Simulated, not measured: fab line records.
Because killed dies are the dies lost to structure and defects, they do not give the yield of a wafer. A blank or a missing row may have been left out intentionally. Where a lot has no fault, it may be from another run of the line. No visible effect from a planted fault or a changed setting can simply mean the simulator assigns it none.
fab line records	flow n5_finfet
[record] lots = 5	wafers = 12	last_day = 17
route steps=1938 shown BEOL_M11@1578 BEOL_M12@1602 BEOL_M15@1830 PASSIVATION@1936
lots with no fault: from the same line, run without faults
start_h: hours from the record's first day to the start of the lot's first wafer shown	wait_h: time in hours since the lot's previous step	" same as the row above	L1.1+2: a single row standing in for several wafers	- either no value or no given start	* or withheld: withheld	< > ~ a bound
route shown NAME@n: NAME is a module with steps in the file, n the number in the route of the first one	usual: average and standard deviation across the fault-free wafers	same: alike in all rows	chamber/n: place in a boat	sites: the reading at each site	_std_site: standard deviation across them	_edge_site: outer sites' mean less inner sites'	radius_mm: how far each site lies from the wafer's centre	mask NAME#n: copy n	behind: the most recent tool/chamber to have shaped the wafer	hold: the reason the lot was held/the length of the hold in hours/how it ended	device: the transistor (n, p or np) that didn't switch	end of line: the route-end tests of the same wafers	a step given without rows: its recipe and nothing more	killed: dies lost to structure and defects at the first sort, not the wafer's yield	map: dies across one wafer; x = killed, . = not, _ = none there
set.NAME: the setting that was run; set.NAME@STEP: the one run at that earlier step	model.NAME: the simulator's own value behind a step, which no gauge read
lots at some steps of the route; a table a step, a row a wafer
services: when a tool's chamber went out of use (start_h, in hours from the record's first day, below 0 if earlier), for how many hours, and the reason
[[steps]]
[step N5_BEOL_M11_TRENCH_ETCH_37]
[recipe] chemistry = C4F6/O2	target_depth_a = 1488.3	target = SiCOH_lowk	time_s = 48	ion_energy_ev = 250	pressure_mtorr = 30	source_w = 345	bias_w = 185	Ar_flow_sccm = 300	C4F6_flow_sccm = 10	O2_flow_sccm = 10
[step N5_BEOL_M11_ETCH_41]
[recipe] chemistry = CH3F/O2	target = SiCN	target_depth_a = 426	taper_deg = 2	time_s = 86	ion_energy_ev = 120	mask_material = TiN	pressure_mtorr = 30	source_w = 395	bias_w = 75	Ar_flow_sccm = 150	CH3F_flow_sccm = 30	O2_flow_sccm = 20
[step N5_BEOL_M11_STRIP_77]
[recipe] chemistry = N2/H2	time_s = 10	power_w = 450	temp_c = 40	pressure_mtorr = 20	rf_frequency_hz = 6e+07	bias_power_w = 7	n2_flow_sccm = 200	h2_flow_sccm = 200
[step N5_BEOL_M11_HM_STRIP_39]
[recipe] chemistry = peroxide_tin_strip	material = TiN	target_depth_a = 250	temp_c = 50	time_s = 158
[step N5_BEOL_M11_SRD_40]
[recipe] time_s = 30	temp_c = 23	rinse_liquid = diw	dry = ipa_marangoni
[step N5_BEOL_M11_PRECLEAN_42]
[recipe] chemistry = residue_remover	time_s = 60	temp_c = 40
[step N5_BEOL_M11_SRD_43]
[recipe] time_s = 30	temp_c = 23	rinse_liquid = diw	dry = ipa_marangoni
[step N5_BEOL_M11_CURE_72]
[recipe] temp_c = 370	time_s = 120	ambient = DMADMS/He	material = SiCOH_lowk
[step N5_BEOL_M11_DEGAS_44]
[recipe] ambient = vacuum	temp_c = 250	time_s = 60
[step N5_BEOL_M11_PRE_CLEAN_45]
[recipe] gas = H2/He	time_s = 30	temp_c = 250
[step N5_BEOL_M11_ALD_74]
[recipe] material = TaN	target_thk_a = 20	temp_c = 275	ald_precursor_family = PDMAT	ald_co_reactant = NH3	pressure_torr = 3	carrier_flow_sccm = 1500	pulse_time_s = 2	purge_time_s = 3	co_reactant_purge_time_s = 2	co_reactant_pulse_time_s = 3	ald_cycles = 40	precursor_vessel_temp_c = 75	precursor_vessel_pressure_torr = 26.25	precursor_vessel_carrier_sccm = 1000
[usual] ald_cycles = 40/0	heater_power_w = 424/49
[same] purge_time_s = 3
lot.wafer	tool	chamber	start_h	wait_h	ald_cycles	heater_power_w	model.TaN_of_BEOL_M11_ALD_74.thk_nm
L431.3	ald_metal-02	0	270.36	0.0	40	425	2
L431.4	"	1	"	"	40	349	2
L431.6	"	3	"	"	40	448	2
L432.4	ald_metal-02	1	279.70	0.0	40	348	2
L432.6	"	3	"	"	22	449	1
L435.2	ald_metal-02	3	293.75	0.1	22	452	1.2
L435.4	"	2	"	"	40	380	2
L436.5	ald_metal-02	0	301.15	0.2	40	413	2
L436.6	"	1	"	"	22	349	1
L441.1	ald_metal-04	2	349.85	0.0	40	414	2
L441.2	"	1	"	"	40	439	2
L441.6	"	1	"	"	40	440	2
[step N5_BEOL_M11_SURFACE_TREAT_76]
[recipe] gas = Ar	time_s = *	ion_energy_ev = *	ion_current_ma_cm2 = 0.5	pressure_mtorr = *	ar_flow_sccm = 30
[step N5_BEOL_M11_CVD_75]
[recipe] material = Co	target_thk_a = 20	temp_c = withheld	precursor = CCTBA/H2	pressure_torr = 30	time_s = 138.9
[step N5_BEOL_M11_SPUTTER_48]
[recipe] material = Cu	target_thk_a = 120	temp_c = -20	bias_v = 60	power_w = 26000	chamber_pressure_pa = 0.13	time_s = 2
[step N5_BEOL_M11_ECD_50]
[recipe] material = Cu	target_thk_a = 3180
[step N5_BEOL_M11_ANNEAL_51]
[recipe] temp_c = 225	time_s = 90	ambient = N2
[step N5_BEOL_M11_CMP_52]
[recipe] stop_on = SiCOH_lowk	t_overpolish_s = 7	down_force_psi = 1	platen_rpm = 50	clearing_platen_down_force_psi = 1.5	clearing_platen_rpm = 50	post_cmp_clean = cu_alkaline	target_thk_nm = 140	clearing_platen_pad_velocity_m_s = 0.99484	pad_velocity_m_s = 0.99484
[step N5_BEOL_M11_PRE_CLEAN_55]
[recipe] gas = NH3	time_s = 15	temp_c = withheld	rf_power_w = 300
[step N5_BEOL_M11_DEP_56]
[recipe] material = SiCN	target_thk_a = 300	temp_c = withheld	precursor = 3MS/NH3	pressure_torr = 3	rf_w = 675	time_s = 10.5
[step N5_BEOL_M12_ILD_DEP_00]
[recipe] material = SiOC	target_thk_a = 6589.2	temp_c = 350	precursor = DEMS/O2	pressure_torr = 5	rf_w = 500	time_s = 130.7
[step N5_BEOL_M12_COAT_58]
[recipe] resist = BARC	temp_c = 205	time_s = 60	spin_rpm = 1500	resist_thk_nm = 89
[step N5_BEOL_M12_COAT_04]
[recipe] spin_rpm = 1625	resist_thk_nm = 400
[step N5_BEOL_M12_EBR_06]
[recipe] solvent = PGMEA	ebr_width_mm = 1.5
[step N5_BEOL_M12_SOFTBAKE_05]
[recipe] temp_c = 130	time_s = 60
[step N5_BEOL_M12_EXPOSE_07]
[recipe] mask_id = V11	na = 0.93	source_shape = conventional	sigma_outer = 0.6	polarization = unpolarized	attpsm_phase_deg = 180	dose_mj = 32.5
[step N5_BEOL_M12_PEB_08]
[recipe] peb_temp_c = 130	peb_time_s = 90
[step N5_BEOL_M12_DEVELOP_09]
[recipe] develop_time_s = 45	rinse_liquid = diw	dry = air_spin	dev_temp_c = 21
[step N5_BEOL_M12_HARDBAKE_14]
[recipe] temp_c = 130	time_s = 120
[step N5_BEOL_M12_DESCUM_15]
[recipe] chemistry = O2	time_s = 7.9	source_power_w = 50	bias_power_w = 20	pressure_mtorr = 20	rf_frequency_hz = 2.712e+07	temp_c = 40	o2_flow_sccm = 225
[step N5_BEOL_M12_ETCH_59]
[recipe] chemistry = N2/H2	target = BARC	target_depth_a = 890	overetch_a = 267	time_s = 67.9	ion_energy_ev = 200	pressure_mtorr = 30	source_w = 840	bias_w = 150	n2_flow_sccm = 200	h2_flow_sccm = 200
[step N5_BEOL_M12_VIA_ETCH_16]
[recipe] chemistry = C4F8/O2/Ar	target = SiOC	pressure_mtorr = 30	source_w = 3000	bias_w = 700	Ar_flow_sccm = 400	C4F8_flow_sccm = 15	O2_flow_sccm = 8	he_inner_torr = 15	he_outer_torr = 30	target_depth_a = 7248	time_s = withheld	ion_energy_ev = 250	ends = cleared
[step N5_BEOL_M12_STRIP_63]
[recipe] chemistry = N2/H2	power_w = 1000	temp_c = 250	h2_frac = 0.65	overash_fraction = 0.3	pressure_mtorr = 1000	n2_flow_sccm = 1750	h2_flow_sccm = 3250
[step N5_BEOL_M12_STRIP_64]
[recipe] chemistry = N2/H2	power_w = 1000	temp_c = 250	h2_frac = 0.65	overash_fraction = 0.3	pressure_mtorr = withheld	n2_flow_sccm = 1750	h2_flow_sccm = 3250
[step N5_BEOL_M15_RC_MEAS_101]
[usual] COMB_M10 = 1.4e-11/3e-12	COMB_M11 = 1.4e-11/3.2e-12	COMB_M11_max_site = 2.1e-11/5.5e-12	COMB_M12 = 5.9e-12/1.3e-12	COMB_M13 = 4.3e-12/9.3e-13	COMB_M14 = 3e-12/8.4e-13	COMB_M15 = 1.9e-12/4.9e-13	COMB_M5 = 3.6e-11/7.2e-12	COMB_M6 = 2.6e-11/5.2e-12	COMB_M7 = 2.5e-11/6e-12	COMB_M8 = 2.5e-11/5.2e-12	COMB_M8_max_site = 3.6e-11/8.3e-12	COMB_M9 = 1.41e-11/2.9e-12	SERP_M10 = 3.01/0.1	SERP_M11 = 3.07/0.091	SERP_M12 = 0.625/0.023	SERP_M13 = 0.312/0.007	SERP_M14 = 0.163/0.0063	SERP_M5 = 37.9/2.3	SERP_M6 = 14.1/0.83	SERP_M7 = 13.8/0.65	SERP_M7_max_site = 14.3/0.7	SERP_M8 = 13.6/0.69	SERP_M9 = 3.05/0.1
lot.wafer	tool	chamber	start_h	wait_h	COMB_M10[S/m]	COMB_M11[S/m]	COMB_M11_max_site[S/m]	COMB_M12[S/m]	COMB_M13[S/m]	COMB_M14[S/m]	COMB_M15[S/m]	COMB_M5[S/m]	COMB_M6[S/m]	COMB_M7[S/m]	COMB_M8[S/m]	COMB_M8_max_site[S/m]	COMB_M9[S/m]	SERP_M10[ohm/um]	SERP_M11[ohm/um]	SERP_M12[ohm/um]	SERP_M13[ohm/um]	SERP_M14[ohm/um]	SERP_M5[ohm/um]	SERP_M6[ohm/um]	SERP_M7[ohm/um]	SERP_M7_max_site[ohm/um]	SERP_M8[ohm/um]	SERP_M9[ohm/um]
L431.3	prober-02	0	303.37	0.3	1.7e-11	2.6e-11	3.2e-11	5.3e-12	3.8e-12	2.4e-12	2.7e-12	3.1e-11	2e-11	2.7e-11	2.1e-11	2.7e-11	1.78e-11	3.05	3.01	0.612	0.319	0.155	41.0	14.3	13.5	14.3	14.7	2.96
L431.4	"	0	"	"	1.8e-11	1.8e-11	2.2e-11	6.3e-12	4.9e-12	2.3e-12	2.1e-12	4.7e-11	1.9e-11	4.1e-11	2.8e-11	4e-11	1.15e-11	3.20	3.16	0.643	0.316	0.158	36.2	14.3	14.0	14.5	13.4	2.79
L431.6	"	0	"	"	1.9e-11	1.7e-11	2e-11	7e-12	4.3e-12	4.3e-12	3.1e-12	4.8e-11	2.4e-11	3.9e-11	2.6e-11	3.4e-11	1.28e-11	2.98	3.06	0.620	0.324	0.155	34.1	14.4	15.1	15.4	13.4	2.94
L432.4	prober-01	0	308.14	0.5	1.1e-11	2.2e-11	3.3e-11	4e-12	3.3e-12	2.4e-12	1.9e-12	2.1e-11	3e-11	2.3e-11	2.4e-11	2.8e-11	1.3e-11	3.08	3.02	0.638	0.324	0.154	32.0	12.8	13.4	13.9	14.3	3.14
L432.6	"	0	"	"	9e-12	9.6e-11	1.36e-10	3.3e-12	4.2e-12	2.3e-12	1e-12	3e-11	2.9e-11	2.8e-11	1.9e-11	3.4e-11	1.8e-11	3.02	2.94	0.615	0.309	0.160	32.2	12.9	14.3	14.7	13.2	3.19
L435.2	prober-02	0	321.74	0.5	1.1e-11	5.8e-11	9.7e-11	7.3e-12	4.6e-12	4.7e-12	2e-12	4.2e-11	2.3e-11	4.6e-11	3.1e-11	5.4e-11	1.1e-11	2.93	2.94	0.613	0.311	0.168	38.7	13.5	13.6	13.9	13.4	2.99
L435.4	"	0	"	"	1.7e-11	1.5e-11	2e-11	7.5e-12	5.8e-12	4.3e-12	2.4e-12	2.6e-11	2.3e-11	3.4e-11	2.5e-11	4.2e-11	1.42e-11	2.93	3.14	0.633	0.296	0.167	42.1	15.3	13.4	14.3	12.6	3.10
L436.5	prober-02	0	328.97	0.6	1.3e-11	1.5e-11	2.1e-11	5.5e-12	4.5e-12	4e-12	2.1e-12	4.8e-11	1.7e-11	3.6e-11	2.6e-11	4.6e-11	1.28e-11	3.00	2.96	0.644	0.317	0.151	39.8	14.8	13.0	13.7	12.8	2.95
L436.6	"	0	"	"	2.2e-11	8.8e-11	1.31e-10	5e-12	3.8e-12	3.8e-12	2.2e-12	2.9e-11	2.7e-11	2.6e-11	1.8e-11	2.9e-11	1.41e-11	2.97	3.05	0.651	0.312	0.167	38.2	13.3	14.5	15.4	14.1	3.23
L441.1	prober-01	0	383.75	0.0	1.4e-11	1.7e-11	2.4e-11	5.1e-12	4.4e-12	2.9e-12	2e-12	2.5e-11	2.4e-11	2.5e-11	2.2e-11	4e-11	9.1e-12	2.80	3.09	0.666	0.300	0.159	40.1	15.1	13.7	14.0	14.1	2.95
L441.2	"	0	"	"	1e-11	1.4e-11	1.9e-11	5.7e-12	5e-12	1.4e-12	2e-12	4e-11	2.5e-11	2.7e-11	2.3e-11	3.3e-11	1.56e-11	2.98	2.93	0.690	0.306	0.172	35.7	14.0	13.7	15.0	12.3	3.00
L441.6	"	0	"	"	1.6e-11	1.5e-11	1.8e-11	5.3e-12	4.2e-12	1.8e-12	2.1e-12	4.5e-11	2.4e-11	1.8e-11	2.6e-11	3.5e-11	1.41e-11	2.89	2.92	0.635	0.309	0.160	39.3	14.9	14.3	15.1	14.3	3.06
// sites COMB_M11 radius_mm=0,75,75,75,75,140,140,140,140
L431.3 3.1e-11 2.6e-11 2.6e-11 1.9e-11 1.5e-11 1.5e-11 1.7e-11 2.8e-11 3.2e-11
L432.4 3.3e-11 2.2e-11 2.9e-11 1.5e-11 2e-11 2.9e-11 3.2e-11 1.8e-11 2e-11
L435.2 5.8e-11 6.9e-11 5.5e-11 7.5e-11 5.8e-11 9.7e-11 5.5e-11 7.4e-11 4.3e-11
L436.5 1.5e-11 2.1e-11 1.3e-11 1.4e-11 1.1e-11 2.1e-11 1.6e-11 1.5e-11 1.4e-11
L441.1 1.7e-11 2.4e-11 1.7e-11 1.6e-11 1.8e-11 2.1e-11 1.2e-11 2.3e-11 1.6e-11
[step N5_PASSIVATION_PROBE_49]
[usual] defect_limited_yield = 91.6/1.4	killed_at_M0_to_M3 = 32/9.5	killed_at_M4_up = 13/6	killed_at_contacts = 12/5.6	killed_at_front_end = 39/11	killed_at_other = 2.8/2.3	killed_dies = 99/16	killed_open = 65/12	killed_short = 32/7.6	sort_bin_4_leakage = 0.1/0.88	sort_bin_5_function = 4.8/0.88	sort_bin_6_memory = 3.2/0.65	sort_bin_8_speed = 0.2/2	sort_n_pass = 1077/29	sort_yield_pct = 91.2/2.5
[same] gross_dies = 1180	killed_at_back_side = 0
lot.wafer	tool	chamber	start_h	wait_h	defect_limited_yield[%]	killed_at_M0_to_M3	killed_at_M4_up	killed_at_contacts	killed_at_front_end	killed_at_other	killed_dies	killed_open	killed_short	sort_bin_4_leakage[%]	sort_bin_5_function[%]	sort_bin_6_memory[%]	sort_bin_8_speed[%]	sort_n_pass	sort_yield_pct[%]
L432.4	prober-02	-	322.74	0.2	90.6	33	10	17	48	3	111	77	30	0	5.8	3.4	0	1069	90.6
L432.6	prober-02	-	322.84	0.3	92.8	37	9	9	30	0	85	57	23	0.4	3.9	2.8	0	1095	92.8
L435.2	prober-01	-	335.33	0.1	90.3	35	20	20	39	0	114	66	36	0.6	5.3	3.3	0	1066	90.3
L435.4	prober-01	-	335.43	0.2	89.4	36	20	12	54	3	125	72	52	0	6.8	3.2	0	1055	89.4
L436.5	prober-02	-	343.69	0.2	91.6	29	10	2	55	3	99	70	29	0	5.2	3.0	0	1081	91.6
L436.6	prober-02	-	343.74	0.3	91.2	30	18	3	49	4	104	66	28	0.8	4.4	3.4	0	1076	91.2
L441.1	prober-02	-	398.53	0.0	92.8	33	4	6	42	0	85	48	30	0	3.6	2.5	0	1095	92.8
L441.2	prober-02	-	398.58	0.1	92.3	38	4	16	33	0	91	59	32	0	4.5	2.9	0	1089	92.3
L441.6	prober-02	-	398.78	0.3	93.6	47	5	3	19	1	75	47	24	0	3.3	2.5	0	1105	93.6
// killed by level:class
L432.4 MOL_CONTACT_COAG:geometric_particle:open=14 FIN_SAQP:geometric_particle:open=12 FIN_SAQP:geometric_particle:short=11 BEOL_M3:geometric_particle:open=10 DUMMY_GATE:geometric_particle:open=6 BEOL_M1:geometric_particle:open=6 BEOL_M2:geometric_particle:open=5 STI_FIN_REVEAL:geometric_particle:open=5
L432.6 BEOL_M1:geometric_particle:open=13 FIN_SAQP:geometric_particle:open=8 FIN_SAQP:geometric_particle:short=8 MOL_CONTACT_COAG:geometric_particle:open=7 BEOL_M3:geometric_particle:open=6 M11:area_ald=5 STI_FIN_REVEAL:geometric_particle:open=4 BEOL_M0_SAQP:geometric_particle:open=4
L435.2 MOL_CONTACT_COAG:geometric_particle:open=15 BEOL_M0_SAQP:geometric_particle:short=14 FIN_SAQP:geometric_particle:short=8 DUMMY_GATE:geometric_particle:open=7 BEOL_M0_SAQP:geometric_particle:open=7 M11:area_ald=7 FIN_SAQP:geometric_particle:open=6 STI_FIN_REVEAL:geometric_particle:open=5
L435.4 BEOL_M0_SAQP:geometric_particle:short=18 FIN_SAQP:geometric_particle:open=12 BEOL_M0_SAQP:geometric_particle:open=12 BEOL_M4:geometric_particle:open=11 FIN_SAQP:geometric_particle:short=10 MOL_CONTACT_COAG:geometric_particle:open=10 GATE_CUT:geometric_particle:short=6 STI_FIN_REVEAL:geometric_particle:open=5
L436.5 FIN_SAQP:geometric_particle:open=17 STI_FIN_REVEAL:geometric_particle:open=13 BEOL_M1:geometric_particle:open=13 FIN_SAQP:geometric_particle:short=7 BEOL_M4:geometric_particle:open=6 BEOL_M0_SAQP:geometric_particle:short=4 BEOL_M3:geometric_particle:open=4 STI_FIN_REVEAL:geometric_particle:short=3
L436.6 FIN_SAQP:geometric_particle:open=15 M11:area_ald=10 DUMMY_GATE:geometric_particle:open=9 BEOL_M1:geometric_particle:open=8 BEOL_M2:geometric_particle:open=8 FIN_SAQP:geometric_particle:short=5 STI_FIN_REVEAL:geometric_particle:open=5 BEOL_M0_SAQP:geometric_particle:open=5
L441.1 STI_FIN_REVEAL:geometric_particle:open=9 BEOL_M3:geometric_particle:open=8 BEOL_M0_SAQP:geometric_particle:open=7 BEOL_M2:geometric_particle:open=7 HKMG_FIN:area_etch=7 FIN_SAQP:geometric_particle:short=6 BEOL_M0_SAQP:geometric_particle:short=6 GATE_CUT:geometric_particle:short=5
L441.2 MOL_CONTACT_COAG:geometric_particle:open=15 BEOL_M0_SAQP:geometric_particle:short=10 FIN_SAQP:geometric_particle:short=8 BEOL_M0_SAQP:geometric_particle:open=7 BEOL_M1:geometric_particle:open=7 STI_FIN_REVEAL:geometric_particle:open=6 FIN_SAQP:geometric_particle:open=5 BEOL_M3:geometric_particle:open=4
L441.6 BEOL_M0_SAQP:geometric_particle:short=11 BEOL_M3:geometric_particle:open=10 BEOL_M1:geometric_particle:open=9 BEOL_M2:geometric_particle:open=8 STARTING-WAFER:geometric_particle:short=4 HKMG_FIN:area_etch=4 STI_FIN_REVEAL:geometric_particle:open=3 MOL_CONTACT_COAG:geometric_particle:open=3
[[services]]
tool	chamber	start_h	hours	kind
ald_metal-04	3	266.68	12.9	repair
ald_metal-04	2	283.63	8.0	repair
ald_metal-02	3	294.30	24.3	repair
ald_metal-02	-	337.25	14.0	pm
ald_metal-02	0	337.25	14.0	vent_cycle
ald_metal-02	1	337.25	14.0	vent_cycle
ald_metal-02	2	337.25	14.0	vent_cycle
ald_metal-02	3	337.25	14.0	vent_cycle
[[key]]
[first_sign] step = N5_BEOL_M11_ALD_74	reading = ald_cycles	direction = down	sigmas = 99+	usual = *	struck = *
[effect] step = N5_BEOL_M15_RC_MEAS_101	reading = COMB_M11	direction = up	sigmas = 21	usual = 1.4e-11	struck = 8.1e-11
[model_effect] step = N5_BEOL_M11_ALD_74	value = TaN_of_BEOL_M11_ALD_74.thk_nm	without = 2	struck = 1.067
met_at N5_BEOL_M11_ALD_74
struck_wafers L432.6,L435.2,L436.6
onset_between 270.36 279.70
[fault] kind = process_parameter_drift	tool = ald_metal-02	chamber = -	onset_h = 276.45	steps = N5_BEOL_M11_ALD_74	channel = ald_cycles	offset = *	shape = step	end_h = 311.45	scope = struck_wafers_only	acts_in = *	stated = *
